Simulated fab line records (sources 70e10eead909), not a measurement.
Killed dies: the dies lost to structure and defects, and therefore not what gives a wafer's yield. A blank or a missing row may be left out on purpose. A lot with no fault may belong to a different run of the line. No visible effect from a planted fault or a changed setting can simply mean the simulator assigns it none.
Struck lot and sound lot, side by side | flow nand-harc | 14 steps out of a route of 1302
Sound: wafers L620.1, L620.3, L620.4. Wafers L627.2, L627.3, L627.4 were the ones struck. The cause is given at the end.
For every step that has rows: the tool of each side, followed by ch and its chambers, followed by its first start. Under that, the readings that differ: sound wafers | struck wafers | difference of the means | sigmas: that difference in standard deviations of wafers without a fault.
alike: words and numbers the same on both sides, and readings whose means are apart by under 2 such deviations; not compared: readings that were withheld, readings missing a value for some wafer, numbers with overlapping values and no deviation given by the record, and bounds like >300 which may hide the same value.
A row with sigmas, a row that says differs or no value, or rows on one side alone: a step with any of these is where the two part. Numbers that have no deviation but don't overlap get no sigmas and don't part them. Lack of a reading on every wafer of one side parts them only where that side has two or more wafers.

first, 1 step without rows for these wafers: NHARC_A_CONTACT_STRIP_56 (strips in post etch residue remover, time 600 s).
NHARC_A_CONTACT_DEP_57: deposits aC, target thk 5300 nm.
  sound on acl-dep-03 ch 0, day 24 10:19; struck on acl-dep-03 ch 0, day 27 22:03
  alike: throttle-valve-pct
NHARC_A_CONTACT_DEP_58: deposits SiON, target thk 90 nm.
  sound on pecvd-03 ch 0,2, day 24 13:37; struck on pecvd-03 ch 0,1,2, day 28 00:50
  alike: heater-power-w
then, 9 steps without rows for these wafers: NHARC_A_CONTACT_DEHYDRATE_59 (time 120 s); NHARC_A_CONTACT_HMDS_60 (time 30 s); NHARC_A_CONTACT_COAT_61 (time 75 s); NHARC_A_CONTACT_COAT_62 (time 65 s); NHARC_A_CONTACT_COAT_63 (resist thk 90 nm); NHARC_A_CONTACT_SOFTBAKE_64 (time 55 s); NHARC_A_CONTACT_EBR_65; NHARC_A_CONTACT_EXPOSE_66 (exposes mask A CC 2); NHARC_A_CONTACT_PEB_67 (peb time 65 s).
NHARC_A_CONTACT_DEVELOP_68: develop time 35 s.
  struck on litho-track-06, day 28 01:00; sound on litho-track-06 ch 0, day 24 14:00
  no value came back on the struck wafers for chill-plate-temp-C (C), develop-time-s (s), resist-line-temp-C (C); on the sound wafers chill-plate-temp-C (C) reads 23.03 22.88 22.90
NHARC_A_CONTACT_CD_MEAS_69: the cd target is 300 nm.
  sound on cd-sem-02 ch 0, day 24 14:13; struck on cd-sem-02 ch 0, day 28 01:32
  reading    | sound             | struck | difference                    | sigmas
  cd-nm (nm) | 300.5 300.2 299.8 | - - -  | no value on the struck wafers |

WHERE THEY PART
First at NHARC_A_CONTACT_DEVELOP_68; last, within this record, at NHARC_A_CONTACT_CD_MEAS_69.

WHY: whatever the simulator had introduced
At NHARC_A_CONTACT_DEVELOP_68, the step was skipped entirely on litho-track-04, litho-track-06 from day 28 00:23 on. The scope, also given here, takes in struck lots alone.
